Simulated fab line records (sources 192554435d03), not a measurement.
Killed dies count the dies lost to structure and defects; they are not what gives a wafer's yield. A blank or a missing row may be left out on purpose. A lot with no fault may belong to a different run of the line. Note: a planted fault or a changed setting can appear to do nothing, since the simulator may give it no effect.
The same fault as seen by 2 desks -- flow n5_finfet -- every desk sees just its own numbers, and what lay behind them comes last

## FROM THE METROLOGY DESK
Means of the sampled wafers that have a number, per lot and without regard to the tool the lot ran on: this is what the gauges read. A lot is out of limits, marked OUT, if its mean lies more than 4 standard deviations from the usual mean; the brackets give that distance. Readings shown: 7 of its 10, picked as those furthest out on some lot.
Columns: A = DIBL_P at N5_BEOL_M4_RC_MEAS_101, usual 36.7 mV/V; B = IOFF_P at N5_BEOL_M4_RC_MEAS_101, usual 0.21 nA/um; C = ION_N at N5_BEOL_M4_RC_MEAS_101, usual 673 uA/um; D = ION_P at N5_BEOL_M4_RC_MEAS_101, usual 461 uA/um; E = SS_P at N5_BEOL_M4_RC_MEAS_101, usual 73.4 mV/dec; F = VT_N at N5_BEOL_M4_RC_MEAS_101, usual 250 mV; G = VT_P at N5_BEOL_M4_RC_MEAS_101, usual -251 mV
lot,first seen here,A,B,C,D,E,F,G
L633,day 10 21:06,32.5,0.21,676,471,72.5,251,-248
L635,day 11 03:21,36.7,0.24,669,465,73.6,250,-247
L636,day 12 02:46,37.6,0.23,672,463,73.8,250,-247
L638,day 12 13:05,38.9,0.27,691,475,73.3,247,-247
This desk's verdict: no lot among the 4 shows anything out of limits.

## AT THE TOOL OWNER'S DESK: ald_sin-04
The tool's own readings at N5_SDB_ALD_29 (deposits SiNx, target thk 30 nm, pulse time 1 s, ald cycles 600): means of the sampled wafers that have a number, for each lot that ran on this tool. A lot is out of limits, marked OUT, if its mean lies more than 4 standard deviations from the usual mean; the brackets give that distance.
Columns: A = heater_power_w at N5_SDB_ALD_29, usual 866 W; B = precursor_pulse_height_rel at N5_SDB_ALD_29, usual 1.000; C = susceptor_temp_C at N5_SDB_ALD_29, usual 399.98 C
lot,first seen here,A,B,C
L633,day 6 19:17,879,0.975,399.97
L635,day 7 09:08,887,1.016,400.14
L636,day 7 15:13,894,1.006,399.71
This desk's verdict: no lot among the 3 shows anything out of limits.

## ALL TOGETHER
From the metrology desk's view, nothing was out of limits.
Nothing out of limits was seen by the tool owner's desk.

## WHAT THE SIMULATOR HAD INSERTED
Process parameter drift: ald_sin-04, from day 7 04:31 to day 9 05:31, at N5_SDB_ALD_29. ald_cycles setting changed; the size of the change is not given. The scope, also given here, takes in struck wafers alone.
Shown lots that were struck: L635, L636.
